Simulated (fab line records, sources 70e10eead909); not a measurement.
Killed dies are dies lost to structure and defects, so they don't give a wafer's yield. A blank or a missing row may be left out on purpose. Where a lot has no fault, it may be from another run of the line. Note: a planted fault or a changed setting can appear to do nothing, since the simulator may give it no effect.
Which tool is to blame? | flow nand-harc | 12 lots with 36 wafers sampled at 5 steps, on a route of 1159 steps

WHAT EACH GAUGE READ, for each wafer
NHARC_A_CONTACT_OVL_MEAS_09. Usual: overlay-x-nm -0.1 nm, standard deviation 0.76; overlay-y-nm 0.2 nm, standard deviation 0.81.
lot  | measured     | on         | overlay-x-nm (nm) | overlay-y-nm (nm) | flag
L773 | day 17 08:30 | overlay-01 | 0.8 0.7 1.2       | -0.7 -0.4 -0.1    |
L776 | day 18 01:34 | overlay-01 | 0.0 -0.4 -0.5     | -0.2 -0.5 -0.9    |
L779 | day 18 17:01 | overlay-02 | 0.4 0.0 0.6       | 0.1 1.3 0.9       |
L783 | day 19 09:44 | overlay-01 | 0.7 -0.1 -0.4     | -0.2 -0.2 -0.1    |
L786 | day 19 18:50 | overlay-02 | 0.1 -0.1 0.4      | 1.2 1.9 1.4       |
L787 | day 20 23:28 | overlay-01 | -1.0 -1.3 -1.1    | 0.1 0.1 -0.4      |
L788 | day 21 00:49 | overlay-02 | -0.7 -0.3 -1.0    | 1.6 1.2 1.1       |
L789 | day 21 13:46 | overlay-01 | -0.5 -1.0 -0.5    | 1.5 1.3 0.9       |
L790 | day 21 15:08 | overlay-01 | 0.7 0.5 0.4       | 0.3 0.4 0.0       |
L793 | day 22 06:00 | overlay-02 | -1.7 -1.8 -2.2    | -0.4 -1.2 -0.3    |
L794 | day 22 10:36 | overlay-02 | -0.5 -0.1 -0.4    | 0.8 1.0 1.4       |
L795 | day 22 18:26 | overlay-02 | 1.0 0.9 0.9       | 0.1 0.2 0.4       |

NHARC_END_SORT_01. Usual: killed-at-array 21, standard deviation 8.9; killed-at-other 0.8, standard deviation 1.3; killed-at-periphery 3.6, standard deviation 2.4; killed-dies 26, standard deviation 8.9; killed-open 3.1, standard deviation 1.8; killed-short 1.9, standard deviation 1.3.
lot  | measured     | on        | killed-at-array | killed-at-other | killed-at-periphery | killed-dies | killed-open | killed-short | flag
L776 | day 20 08:23 | prober-01 | 12 16 11        | 2 0 1           | 7 4 2               | 21 20 14    | 3 4 2       | 5 2 1        |
L789 | day 23 23:44 | prober-02 | 16 16 13        | 2 0 0           | 2 5 1               | 20 21 14    | 6 6 2       | 3 2 3        |

EACH LOT AND THE TOOL THAT RAN IT (in order: tool; ch and the chambers of the sampled wafers; start)
lot  | NHARC_A_CONTACT_ETCH_92            | NHARC_A_CONTACT_ETCH_110           | NHARC_A_CONTACT_ALD_18
L773 | rie-diel-06 ch 0,3, day 17 10:58   | rie-diel-06 ch 0,2,3, day 17 11:28 | ald-metal-04 ch 2,3, day 17 12:06
L776 | rie-diel-03 ch 0,1, day 18 05:51   | rie-diel-03 ch 0,1, day 18 06:25   | ald-metal-03 ch 0,2, day 18 07:06
L779 | rie-diel-03 ch 0,2,3, day 18 19:17 | rie-diel-07 ch 0,1,2, day 18 19:58 | ald-metal-02 ch 0,1,2, day 18 20:38
L783 | rie-diel-07 ch 0,2,3, day 19 12:16 | rie-diel-07 ch 0,1,2, day 19 12:47 | ald-metal-02 ch 1,2,3, day 19 13:26
L786 | rie-diel-06 ch 0,1, day 19 21:13   | rie-diel-07 ch 1,2,3, day 19 21:45 | ald-metal-04 ch 2,3, day 19 22:23
L787 | rie-diel-07 ch 0,1,2, day 21 01:51 | rie-diel-07 ch 0,1, day 21 02:25   | ald-metal-03 ch 1,2,3, day 21 03:07
L788 | rie-diel-06 ch 0,3, day 21 03:20   | rie-diel-06 ch 1,3, day 21 03:54   | ald-metal-03 ch 2,3, day 21 04:35
L789 | rie-diel-06 ch 0,3, day 21 16:30   | rie-diel-07 ch 1,2,3, day 21 17:04 | ald-metal-02 ch 0,3, day 21 17:45
L790 | rie-diel-07 ch 0,3, day 21 17:40   | rie-diel-06 ch 1,3, day 21 18:20   | ald-metal-02 ch 0,1,2, day 21 19:07
L793 | rie-diel-06 ch 1,2,3, day 22 08:14 | rie-diel-07 ch 1,2,3, day 22 08:48 | ald-metal-04 ch 0,1,2, day 22 09:29
L794 | rie-diel-03 ch 0,1,2, day 22 12:48 | rie-diel-06 ch 0,1,3, day 22 13:27 | ald-metal-02 ch 2,3, day 22 14:08
L795 | rie-diel-07 ch 0,3, day 22 20:39   | rie-diel-03 ch 0,3, day 22 21:09   | ald-metal-03 ch 0,3, day 22 21:49
- NHARC_A_CONTACT_ETCH_92: etches the open film in CH3F/O2, target depth 40 nm, time 85.7 s.
- NHARC_A_CONTACT_ETCH_110: etches the open film in CF4/O2, target depth 50 nm, overetch 5 nm, time 27.5 s.
- NHARC_A_CONTACT_ALD_18: deposits TiN, target thk 3 nm, pulse time 1 s, ald cycles 150.

AS READ BY THE TOOLS THEMSELVES (means over the sampled wafers that have a number; for cases with no such wafer, the mark the record gives instead)
NHARC_A_CONTACT_ETCH_92. Usual: drypump-motor-current-A 5.5 A, standard deviation 0.41; oes-product-au 0.95 a.u., standard deviation 0.035; rf-vpp-V 244.6 V, standard deviation 1.8; showerhead-plenum-p-Torr 2.48 Torr, standard deviation 0.11; throttle-valve-pct 20.663 %, standard deviation 0.0092.
lot  | tool        | drypump-motor-current-A (A) | oes-product-au (a.u.) | rf-vpp-V (V) | showerhead-plenum-p-Torr (Torr) | throttle-valve-pct (%) | flag
L773 | rie-diel-06 | 6.0                         | 0.99                  | 242.3        | 2.32                            | 20.664                 |
L776 | rie-diel-03 | 6.0                         | 0.93                  | 243.1        | 2.47                            | 20.666                 |
L779 | rie-diel-03 | 5.2                         | 0.93                  | 245.7        | 2.52                            | 20.660                 |
L783 | rie-diel-07 | 5.4                         | 0.93                  | 244.7        | 2.54                            | 20.671                 |
L786 | rie-diel-06 | 5.5                         | 0.92                  | 242.5        | 2.34                            | 20.673                 |
L787 | rie-diel-07 | 5.4                         | 0.92                  | 245.5        | 2.53                            | 20.663                 |
L788 | rie-diel-06 | 6.0                         | 0.92                  | 242.2        | 2.30                            | 20.669                 |
L789 | rie-diel-06 | 5.8                         | 0.99                  | 242.2        | 2.31                            | 20.671                 |
L790 | rie-diel-07 | 5.4                         | 0.92                  | 246.0        | 2.56                            | 20.669                 |
L793 | rie-diel-06 | 5.6                         | 0.99                  | 244.4        | 2.43                            | 20.652                 |
L794 | rie-diel-03 | 5.5                         | 1.00                  | 244.0        | 2.46                            | 20.663                 |
L795 | rie-diel-07 | 5.4                         | 0.93                  | 246.2        | 2.56                            | 20.666                 |

NHARC_A_CONTACT_ETCH_110. Usual: drypump-motor-current-A 5.5 A, standard deviation 0.35; oes_ar_750_au 1.000 a.u., standard deviation 0.0046; oes-product-au 0.999 a.u., standard deviation 0.012; rf-vpp-V 197.9 V, standard deviation 1.5; showerhead-plenum-p-Torr 1.34 Torr, standard deviation 0.063; throttle-valve-pct 13.398 %, standard deviation 0.0096.
lot  | tool        | drypump-motor-current-A (A) | oes_ar_750_au (a.u.) | oes-product-au (a.u.) | rf-vpp-V (V) | showerhead-plenum-p-Torr (Torr) | throttle-valve-pct (%) | flag
L773 | rie-diel-06 | 5.8                         | 0.996                | 0.999                 | 197.5        | 1.32                            | 13.398                 |
L776 | rie-diel-03 | 6.0                         | 1.004                | 1.003                 | 197.6        | 1.34                            | 13.397                 |
L779 | rie-diel-07 | 5.3                         | 1.002                | 0.999                 | 198.2        | 1.38                            | 13.398                 |
L783 | rie-diel-07 | 5.3                         | 1.001                | 1.003                 | 199.4        | 1.38                            | 13.396                 |
L786 | rie-diel-07 | 5.5                         | 0.994                | 1.008                 | 199.2        | 1.39                            | 13.408                 |
L787 | rie-diel-07 | 5.2                         | 0.998                | 1.019                 | 198.4        | 1.38                            | 13.397                 |
L788 | rie-diel-06 | 5.7                         | 0.999                | 0.997                 | 196.9        | 1.26                            | 13.399                 |
L789 | rie-diel-07 | 5.5                         | 0.998                | 0.996                 | 199.7        | 1.39                            | 13.395                 |
L790 | rie-diel-06 | 5.7                         | 1.001                | 0.994                 | 197.0        | 1.26                            | 13.399                 |
L793 | rie-diel-07 | 5.5                         | 0.999                | 1.001                 | 199.6        | 1.39                            | 13.397                 |
L794 | rie-diel-06 | 5.6                         | 1.001                | 0.990                 | 195.9        | 1.26                            | 13.400                 |
L795 | rie-diel-03 | 5.5                         | 1.000                | 0.996                 | 198.8        | 1.38                            | 13.395                 |

NHARC_A_CONTACT_ALD_18. Usual: heater-power-w 1051 W, standard deviation 110; precursor-pulse-height-rel 1.001, standard deviation 0.02.
lot  | tool         | heater-power-w (W) | precursor-pulse-height-rel | flag
L773 | ald-metal-04 | 1102               | 1.024                      |
L776 | ald-metal-03 | 1057               | 0.997                      |
L779 | ald-metal-02 | 991                | 1.013                      |
L783 | ald-metal-02 | 1028               | 1.001                      |
L786 | ald-metal-04 | 1094               | 1.004                      |
L787 | ald-metal-03 | 1000               | 1.011                      |
L788 | ald-metal-03 | 1006               | 1.007                      |
L789 | ald-metal-02 | 931                | 1.003                      |
L790 | ald-metal-02 | 981                | 1.001                      |
L793 | ald-metal-04 | 1056               | 0.991                      |
L794 | ald-metal-02 | 1010               | 0.997                      |
L795 | ald-metal-03 | 1116               | 1.014                      |

THE ANSWER, worked out from the rows above alone
Rule: a lot counts as off when the mean over its wafers that have a number is more than 3 standard deviations away from the usual mean. Also off: a lot with no number at a reading for which 4 or more lots have one. All remaining lots with rows at the step are treated as sound. Order of review: gauges by route order, followed by the tools' own readings, for which a lot's mean as printed above is used. The first step at which some lot is off is used, and at that step the reading that is off furthest; a lot without a number counts as furthest.
Across all readings shown, no lot is off: no conclusion can be drawn from this.

WHAT THE SIMULATOR PUT IN
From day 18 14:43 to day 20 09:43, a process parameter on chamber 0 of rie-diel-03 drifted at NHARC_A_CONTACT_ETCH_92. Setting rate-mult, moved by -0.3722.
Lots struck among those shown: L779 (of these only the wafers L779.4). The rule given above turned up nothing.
